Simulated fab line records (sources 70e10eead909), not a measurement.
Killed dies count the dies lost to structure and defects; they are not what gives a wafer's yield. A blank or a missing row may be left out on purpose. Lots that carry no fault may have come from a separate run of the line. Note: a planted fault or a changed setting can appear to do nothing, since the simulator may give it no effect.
Chamber matching -- flow nand_harc -- NHARC_P_M1_ETCH_35 on rie_diel-13: 4 sister chambers
The step etches the open film in N2/H2, target depth 40 nm, overetch 12 nm, time 43.94 s. 4 wafers are shown with their chamber, then 12 later ones without.

## EACH WAFER AND ITS CHAMBER
wafer,chamber,drypump_motor_current_A (A)
L085.4,3,4.9
L086.1,2,5.7
L086.2,0,6.5
L086.3,1,5.2

## WAFERS WITH NO CHAMBER GIVEN
wafer,drypump_motor_current_A (A)
L090.1,5.0
L090.3,5.7
L090.5,6.5
L091.1,5.7
L091.2,5.2
L091.5,5.2
L092.1,6.5
L092.2,5.0
L092.4,5.2
L093.1,5.7
L093.5,5.2
L093.6,5.7

## WHICH CHAMBER EACH WENT THROUGH
wafer,from the rows above,in truth
L090.1,3,3
L090.3,2,2
L090.5,0,0
L091.1,2,2
L091.2,1,1
L091.5,1,1
L092.1,0,0
L092.2,3,3
L092.4,1,1
L093.1,2,2
L093.5,1,1
L093.6,2,2
Correct placement for 12 of the 12. Left unplaced by these rows: 0. Number placed wrongly: 0.
How it was worked out, from the rows above alone: a wafer's distance from a chamber is the root of the sum, over the readings, of the square of ((its reading less the chamber's mean) divided by the reading's scatter). If the next closest chamber is less than 2 further off than the closest, the wafer can't be placed; otherwise it belongs to the closest. For every chamber, the mean is computed from those of its wafers that are shown. The scatter: root of mean squared gap, hidden wafer to nearest shown wafer, with one shown wafer a chamber.
